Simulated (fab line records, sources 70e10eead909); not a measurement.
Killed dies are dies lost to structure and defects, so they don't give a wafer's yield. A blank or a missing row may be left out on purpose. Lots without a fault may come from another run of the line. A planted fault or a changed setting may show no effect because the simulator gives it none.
Chamber matching | flow nand_harc | NHARC_A_STAIRCASE_ETCH_444 on rie_diel-11: 4 sister chambers
The step etches the open film in C4F8/O2, target depth 20400 nm, time 6800 s. 14 wafers are shown with their chamber, then 7 later ones without.

WAFERS WITH THEIR CHAMBER
wafer  | chamber | rf_vpp_V (V) | oes_product_au (a.u.)
L160.4 | 1       | 807          | 0.937
L160.5 | 2       | 808          | 0.926
L160.6 | 1       | 807          | 0.932
L161.1 | 3       | 800          | 0.957
L161.4 | 2       | 807          | 0.972
L161.6 | 0       | 802          | 0.940
L163.3 | 3       | 801          | 0.920
L163.4 | 2       | 809          | 0.917
L163.5 | 3       | 800          | 0.922
L166.3 | 2       | 808          | 0.923
L166.4 | 3       | 801          | 0.924
L166.6 | 2       | 809          | 0.930
L175.4 | 0       | 801          | 0.941
L175.2 | 3       | 815          | 0.970

SIGNATURES (means of the wafers above)
reading        | chamber 0 | chamber 1 | chamber 2 | chamber 3 | scatter within a chamber
rf_vpp_V       | 801.50    | 807.00    | 808.20    | 803.40    | 4.15
oes_product_au | 0.94050   | 0.93450   | 0.93360   | 0.93860   | 0.0203
Rule: a wafer's distance from a chamber is the root of the sum, over the readings, of the square of ((its reading less the chamber's mean) divided by the reading's scatter). The wafer belongs to the nearest chamber; if the next one is less than 2 further off, it can't be placed. The scatter: the root of (the sum of the squares of (reading less its chamber's mean) over the shown wafers, divided by (wafers less chambers)).

WAFERS WITHOUT THEIR CHAMBER
wafer  | rf_vpp_V (V) | oes_product_au (a.u.)
L175.6 | 802          | 0.939
L177.2 | 800          | 0.970
L177.4 | 807          | 0.984
L177.6 | 808          | 0.990
L179.1 | 808          | 0.936
L179.4 | 808          | 0.932
L179.5 | 801          | 0.924

WHICH CHAMBER EACH WENT THROUGH
wafer  | from the rows above               | in truth
L175.6 | can't be placed: 0 or 3 or 1 or 2 | 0
L177.2 | can't be placed: 0 or 3 or 1 or 2 | 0
L177.4 | can't be placed: 3 or 1 or 2 or 0 | 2
L177.6 | can't be placed: 1 or 3 or 2 or 0 | 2
L179.1 | can't be placed: 2 or 1 or 3 or 0 | 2
L179.4 | can't be placed: 2 or 1 or 3 or 0 | 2
L179.5 | can't be placed: 0 or 3 or 1 or 2 | 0
Placed correctly: 0 of 7. Can't be placed from these rows: 7 (the true chamber is among the candidates in 7). Placed wrongly: 0.
